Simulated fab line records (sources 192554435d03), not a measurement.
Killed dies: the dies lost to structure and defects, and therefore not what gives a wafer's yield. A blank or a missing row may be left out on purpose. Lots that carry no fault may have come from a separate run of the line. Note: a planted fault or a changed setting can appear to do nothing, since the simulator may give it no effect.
The tool behind it: which one?	flow n5_finfet	14 lots with 42 wafers sampled at 7 steps, on a route of 1938 steps

## WHAT THE GAUGES READ, wafer by wafer
N5_BEOL_M4_RS_MEAS_58: the measuring method here is four-point-probe. Usual: for M4_RS the level is 0.661 ohm/sq and the standard deviation is 0.024.
lot	measured	on	M4_RS (ohm/sq)	flag
L857	day 7 15:44	film_metro-02	0.663 0.700 0.652	
L860	day 9 02:55	film_metro-02	0.643 0.646 0.634	
L865	day 10 04:47	film_metro-02	0.623 0.662 0.602	
L864	day 10 07:24	film_metro-02	0.690 0.730 0.693	
L866	day 11 02:20	film_metro-02	0.660 0.647 0.696	
L869	day 11 08:01	film_metro-02	0.669 0.676 0.668	
L871	day 11 09:56	film_metro-02	0.666 0.648 0.670	
L870	day 11 10:04	film_metro-01	0.668 0.706 0.648	
L872	day 12 00:19	film_metro-01	0.652 0.704 0.669	
L873	day 12 11:54	film_metro-02	0.688 0.627 0.657	
L874	day 12 15:50	film_metro-01	0.636 0.673 0.634	
L878	day 14 04:19	film_metro-02	0.661 0.645 0.668	
L880	day 14 06:14	film_metro-02	0.651 0.677 0.656	
L879	day 14 07:40	film_metro-02	0.690 0.627 0.686	

N5_BEOL_M5_CD_MEAS_18: pitch 56 nm, target cd 28 nm. Usual: cd_nm reads 27.9 nm (standard deviation 0.34).
lot	measured	on	cd_nm (nm)	flag
L857	day 7 19:26	cd_sem-02	28.7 28.3 28.3	
L860	day 9 07:36	cd_sem-01	28.4 28.2 28.4	
L865	day 10 08:18	cd_sem-03	28.2 27.9 28.2	
L864	day 10 13:05	cd_sem-01	27.9 27.7 27.6	
L866	day 11 05:08	cd_sem-02	27.2 27.6 28.0	
L869	day 11 11:28	cd_sem-03	27.7 27.7 28.2	
L871	day 11 13:10	cd_sem-02	28.3 27.7 27.5	
L870	day 11 13:26	cd_sem-01	27.6 27.6 28.2	
L872	day 12 03:58	cd_sem-03	27.9 27.4 27.8	
L873	day 12 15:08	cd_sem-02	- - -	OFF
L874	day 12 20:02	cd_sem-03	- - -	OFF
L878	day 14 08:01	cd_sem-01	27.9 27.2 28.2	
L880	day 14 08:58	cd_sem-03	28.3 28.5 28.1	
L879	day 14 12:24	cd_sem-03	27.9 27.6 27.8	

## WHICH TOOL RAN EACH LOT (tool, then ch and the chambers of the sampled wafers, then the start)
lot	N5_BEOL_M5_ILD_DEP_00	N5_BEOL_M5_ETCH_72	N5_BEOL_M5_ETCH_61	N5_BEOL_M5_ETCH_62	N5_BEOL_M5_HM_OPEN_17
L857	pecvd-02 ch 0,1, day 7 16:44	rie_diel-03 ch 0,1,3, day 7 18:57	rie_diel-03 ch 0,1,3, day 7 18:58	rie_diel-03 ch 0,1,3, day 7 18:59	rie_metal-01 ch 1, day 7 19:11
L860	pecvd-01 ch 0,1,2, day 9 03:56	rie_diel-04 ch 0,2, day 9 07:04	rie_diel-04 ch 0,2, day 9 07:05	rie_diel-04 ch 0,2, day 9 07:07	rie_metal-02 ch 0,1, day 9 07:17
L865	pecvd-04 ch 0,1, day 10 05:49	rie_diel-03 ch 1,2,3, day 10 07:54	rie_diel-03 ch 1,2,3, day 10 07:55	rie_diel-03 ch 1,2,3, day 10 07:57	rie_metal-01 ch 0,1, day 10 08:09
L864	pecvd-01 ch 0,2, day 10 08:25	rie_diel-03 ch 1,2, day 10 12:40	rie_diel-03 ch 1,2, day 10 12:41	rie_diel-03 ch 1,2, day 10 12:43	rie_metal-03 ch 0,1, day 10 12:55
L866	pecvd-02 ch 0,1,2, day 11 03:22	rie_diel-04 ch 0,2,3, day 11 04:44	rie_diel-04 ch 0,2,3, day 11 04:46	rie_diel-04 ch 0,2,3, day 11 04:50	rie_metal-01 ch 0,1, day 11 04:58
L869	pecvd-01 ch 0,1,2, day 11 09:02	rie_diel-02 ch 0,3, day 11 11:02	rie_diel-02 ch 0,3, day 11 11:03	rie_diel-02 ch 0,3, day 11 11:05	rie_metal-03 ch 0,1, day 11 11:15
L871	pecvd-02 ch 0,2, day 11 10:57	rie_diel-03 ch 0,1,2, day 11 12:46	rie_diel-03 ch 0,1,2, day 11 12:47	rie_diel-03 ch 0,1,2, day 11 12:49	rie_metal-03 ch 0,1, day 11 12:58
L870	pecvd-02 ch 0,1,2, day 11 11:05	rie_diel-02 ch 0,3, day 11 12:58	rie_diel-02 ch 0,3, day 11 12:59	rie_diel-02 ch 0,3, day 11 13:01	rie_metal-03 ch 0,1, day 11 13:11
L872	pecvd-04 ch 0,1,2, day 12 01:21	rie_diel-04 ch 0,3, day 12 03:17	rie_diel-04 ch 0,3, day 12 03:18	rie_diel-04 ch 0,3, day 12 03:20	rie_metal-01 ch 0,1, day 12 03:32
L873	pecvd-04 ch 0,1, day 12 12:55	rie_diel-03 ch 1,2, day 12 14:45	rie_diel-03 ch 1,2, day 12 14:46	rie_diel-03 ch 1,2, day 12 14:48	rie_metal-01 ch 0,1, day 12 14:58
L874	pecvd-01 ch 0,1, day 12 16:52	rie_diel-03 ch 1,2, day 12 19:36	rie_diel-03 ch 1,2, day 12 19:37	rie_diel-03 ch 1,2, day 12 19:38	rie_metal-02 ch 0,1, day 12 19:50
L878	pecvd-01 ch 0,1, day 14 05:20	rie_diel-04 ch 1,2,3, day 14 07:32	rie_diel-04 ch 1,2,3, day 14 07:33	rie_diel-04 ch 1,2,3, day 14 07:34	rie_metal-02 ch 0,1, day 14 07:44
L880	pecvd-02 ch 0,2, day 14 07:16	rie_diel-03 ch 1,2,3, day 14 08:34	rie_diel-03 ch 1,2,3, day 14 08:35	rie_diel-03 ch 1,2,3, day 14 08:37	rie_metal-02 ch 1, day 14 08:46
L879	pecvd-02 ch 0,2, day 14 08:41	rie_diel-03 ch 0,2, day 14 11:55	rie_diel-03 ch 0,2, day 14 11:56	rie_diel-03 ch 0,2, day 14 11:58	rie_metal-01 ch 0,1, day 14 12:08
- N5_BEOL_M5_ILD_DEP_00: deposits SiCOH lowk from DEMS/porogen, target thk 140.64 nm, time 25.9 s.
- N5_BEOL_M5_ETCH_72: etches underlayer in N2/H2, target depth 6.5 nm, time 5.2 s.
- N5_BEOL_M5_ETCH_61: etches SiARC in CF4, target depth 15.6 nm, time 26 s.
- N5_BEOL_M5_ETCH_62: etches SOC in N2/H2, target depth 75 nm, overetch 15 nm, time 112.5 s.
- N5_BEOL_M5_HM_OPEN_17: chemistry Cl2/BCl3, target TiN, target depth 20 nm, overetch 6 nm.

## AS READ BY THE TOOLS THEMSELVES (means over the sampled wafers that have a number; for cases with no such wafer, the mark the record gives instead)
N5_BEOL_M5_ILD_DEP_00. Usual: chamber_pressure_Torr 4.998 Torr, standard deviation 0.011; heater_power_w 334 W, standard deviation 61; showerhead_plenum_p_Torr 5.737 Torr, standard deviation 0.019; showerhead_vpp_V 1401 V, standard deviation 70; susceptor_temp_C 299.98 C, standard deviation 0.2; throttle_valve_pct 13.9 %, standard deviation 0.81.
lot	tool	chamber_pressure_Torr (Torr)	heater_power_w (W)	showerhead_plenum_p_Torr (Torr)	showerhead_vpp_V (V)	susceptor_temp_C (C)	throttle_valve_pct (%)	flag
L857	pecvd-02	4.995	303	5.744	1428	299.92	13.8	
L860	pecvd-01	5.003	360	5.732	1326	299.94	13.4	
L865	pecvd-04	4.990	424	5.744	1431	300.03	14.7	
L864	pecvd-01	5.000	301	5.724	1327	299.90	13.7	
L866	pecvd-02	4.996	287	5.743	1435	299.80	13.5	
L869	pecvd-01	5.003	335	5.732	1337	299.90	13.5	
L871	pecvd-02	5.002	262	5.718	1410	300.06	13.5	
L870	pecvd-02	4.999	302	5.739	1439	299.97	13.5	
L872	pecvd-04	5.000	359	5.738	1393	300.14	14.4	
L873	pecvd-04	4.994	397	5.747	1421	299.88	15.0	
L874	pecvd-01	4.991	395	5.735	1349	299.84	13.5	
L878	pecvd-01	5.013	414	5.739	1329	299.81	13.3	
L880	pecvd-02	4.995	309	5.727	1377	300.04	13.4	
L879	pecvd-02	4.994	287	5.723	1388	299.89	13.6	

N5_BEOL_M5_ETCH_72. Usual: bias_w 150.0 W, standard deviation 0.48; chamber_pressure_mTorr 30.00 mTorr, standard deviation 0.042; drypump_motor_current_A 5.8 A, standard deviation 0.37; etch_rf_on_time_s 5.22 s, standard deviation 0.1; oes_product_au 0.66 a.u., standard deviation 0.069; rf_vpp_V 523.2 V, standard deviation 2.6; showerhead_plenum_p_Torr 2.52 Torr, standard deviation 0.086; throttle_valve_pct 17.87 %, standard deviation 0.22.
lot	tool	bias_w (W)	chamber_pressure_mTorr (mTorr)	drypump_motor_current_A (A)	etch_rf_on_time_s (s)	oes_product_au (a.u.)	rf_vpp_V (V)	showerhead_plenum_p_Torr (Torr)	throttle_valve_pct (%)	flag
L857	rie_diel-03	150.4	29.98	5.7	5.22	0.67	525.6	2.55	17.70	
L860	rie_diel-04	150.6	30.00	5.6	5.29	0.60	520.0	2.45	18.03	
L865	rie_diel-03	149.7	30.03	5.7	5.26	0.63	524.2	2.54	17.85	
L864	rie_diel-03	149.9	30.03	5.8	5.14	0.65	522.0	2.51	17.78	
L866	rie_diel-04	149.8	29.99	5.9	5.34	0.63	522.3	2.54	17.96	
L869	rie_diel-02	150.1	29.99	5.4	5.13	0.75	522.0	2.55	17.90	
L871	rie_diel-03	150.2	30.00	5.9	5.17	0.67	522.6	2.48	17.79	
L870	rie_diel-02	149.6	29.99	5.4	5.24	0.72	523.9	2.55	17.90	
L872	rie_diel-04	150.2	29.97	5.8	5.33	0.62	522.5	2.50	18.12	
L873	rie_diel-03	150.7	30.01	5.9	5.21	0.64	520.4	2.46	17.91	
L874	rie_diel-03	150.1	30.00	5.9	5.23	0.63	521.7	2.46	17.94	
L878	rie_diel-04	150.2	29.98	5.8	5.29	0.68	525.4	2.60	17.84	
L880	rie_diel-03	149.8	30.00	5.7	5.20	0.61	523.9	2.53	17.89	
L879	rie_diel-03	149.8	30.02	6.0	5.20	0.66	521.3	2.44	17.82	

N5_BEOL_M5_ETCH_61. Usual: bias_w 35.99 W, standard deviation 0.1; cf4_flow_sccm 99.99 sccm, standard deviation 0.29; drypump_motor_current_A 5.8 A, standard deviation 0.37; etch_rf_on_time_s 26.1 s, standard deviation 0.47; oes_product_au 0.66 a.u., standard deviation 0.068; rf_vpp_V 184.0 V, standard deviation 1.2; showerhead_plenum_p_Torr 2.12 Torr, standard deviation 0.067; throttle_valve_pct 15.61 %, standard deviation 0.24.
lot	tool	bias_w (W)	cf4_flow_sccm (sccm)	drypump_motor_current_A (A)	etch_rf_on_time_s (s)	oes_product_au (a.u.)	rf_vpp_V (V)	showerhead_plenum_p_Torr (Torr)	throttle_valve_pct (%)	flag
L857	rie_diel-03	35.95	100.30	5.7	26.2	0.67	184.2	2.15	15.47	
L860	rie_diel-04	36.05	99.66	5.6	26.1	0.61	183.9	2.07	15.77	
L865	rie_diel-03	35.98	99.95	5.7	26.4	0.63	184.8	2.13	15.62	
L864	rie_diel-03	35.99	100.18	5.8	26.1	0.65	184.3	2.11	15.54	
L866	rie_diel-04	36.00	99.77	5.9	26.5	0.63	183.4	2.14	15.72	
L869	rie_diel-02	35.96	99.74	5.4	25.8	0.73	184.1	2.13	15.54	
L871	rie_diel-03	36.01	99.67	5.9	26.1	0.66	183.3	2.09	15.52	
L870	rie_diel-02	36.00	100.19	5.4	25.9	0.73	184.1	2.13	15.53	
L872	rie_diel-04	35.92	99.78	5.8	26.4	0.62	183.6	2.10	15.79	
L873	rie_diel-03	-	-	-	-	-	-	-	-	OFF
L874	rie_diel-03	-	-	-	-	-	-	-	-	OFF
L878	rie_diel-04	35.99	99.98	5.8	26.5	0.68	185.5	2.19	15.56	
L880	rie_diel-03	35.98	100.01	5.7	26.2	0.62	184.0	2.13	15.68	
L879	rie_diel-03	36.02	99.92	5.9	26.6	0.66	182.9	2.06	15.53	

N5_BEOL_M5_ETCH_62. Usual: value, then standard deviation, for each; bias_w 150.1 W / 0.51; chamber_pressure_mTorr 30.003 mTorr / 0.029; drypump_motor_current_A 5.8 A / 0.37; oes_product_au 0.62 a.u. / 0.063; rf_vpp_V 523.4 V / 2.5; showerhead_plenum_p_Torr 2.52 Torr / 0.086; throttle_valve_pct 17.83 % / 0.22.
lot	tool	bias_w (W)	chamber_pressure_mTorr (mTorr)	drypump_motor_current_A (A)	oes_product_au (a.u.)	rf_vpp_V (V)	showerhead_plenum_p_Torr (Torr)	throttle_valve_pct (%)	flag
L857	rie_diel-03	149.7	29.999	5.7	0.62	523.9	2.55	17.66	
L860	rie_diel-04	150.4	29.991	5.6	0.56	521.5	2.45	17.99	
L865	rie_diel-03	150.0	29.979	5.8	0.59	524.0	2.54	17.81	
L864	rie_diel-03	149.7	29.987	5.8	0.61	523.3	2.51	17.74	
L866	rie_diel-04	150.1	30.030	5.9	0.60	523.8	2.54	17.95	
L869	rie_diel-02	150.4	30.010	5.4	0.68	523.6	2.55	17.87	
L871	rie_diel-03	150.6	30.002	5.9	0.62	522.8	2.48	17.75	
L870	rie_diel-02	150.2	29.966	5.4	0.68	523.6	2.55	17.88	
L872	rie_diel-04	150.7	30.003	5.8	0.58	522.7	2.49	18.10	
L873	rie_diel-03	149.8	29.988	5.9	0.28	521.9	2.46	17.84	OFF
L874	rie_diel-03	149.5	29.979	5.9	0.28	521.8	2.46	17.84	OFF
L878	rie_diel-04	150.5	30.040	5.8	0.64	525.3	2.60	17.80	
L880	rie_diel-03	150.0	29.987	5.7	0.57	524.8	2.53	17.86	
L879	rie_diel-03	150.0	29.980	5.9	0.62	521.0	2.44	17.78	

N5_BEOL_M5_HM_OPEN_17. Usual: drypump_motor_current_A 6.0 A, standard deviation 0.34; oes_product_au 0.67 a.u., standard deviation 0.069; throttle_valve_pct 22.11 %, standard deviation 0.19.
lot	tool	drypump_motor_current_A (A)	oes_product_au (a.u.)	throttle_valve_pct (%)	flag
L857	rie_metal-01	6.1	0.69	22.23	
L860	rie_metal-02	6.1	0.75	22.19	
L865	rie_metal-01	5.6	0.66	21.90	
L864	rie_metal-03	6.1	0.57	22.05	
L866	rie_metal-01	5.8	0.66	22.07	
L869	rie_metal-03	6.2	0.57	22.05	
L871	rie_metal-03	6.2	0.63	22.04	
L870	rie_metal-03	6.2	0.57	22.05	
L872	rie_metal-01	5.6	0.65	21.91	
L873	rie_metal-01	5.6	0.28	22.58	OFF
L874	rie_metal-02	6.2	0.32	22.95	OFF
L878	rie_metal-02	6.2	0.72	22.30	
L880	rie_metal-02	6.2	0.71	22.39	
L879	rie_metal-01	5.6	0.64	21.93	

## THE ANSWER, worked out from the rows above alone
Rule: a lot is off if the mean of its wafers that have a number lies more than 3 standard deviations from the usual mean. A lot without any number at a reading at which 4 lots or more have one is off too. The other lots that the step has rows for count as sound. Order of review: gauges by route order, followed by the tools' own readings, for which a lot's mean as printed above is used. The first step at which some lot is off is used, and at that step the reading that is off furthest; a lot without a number counts as furthest.
Off: L873, L874 (N5_BEOL_M5_CD_MEAS_18, cd_nm). Without a number there: L873, L874.
If a tool, at a process step before that reading, ran all the lots that are off and no sound lot after the first of them, it fits. Not tried: the gauges at N5_BEOL_M5_CD_MEAS_18; whatever is off there is also off at N5_BEOL_M5_ETCH_61, on other tools, and gauge error can't account for it. Of those tried, none fits.

## WHAT THE SIMULATOR PUT IN
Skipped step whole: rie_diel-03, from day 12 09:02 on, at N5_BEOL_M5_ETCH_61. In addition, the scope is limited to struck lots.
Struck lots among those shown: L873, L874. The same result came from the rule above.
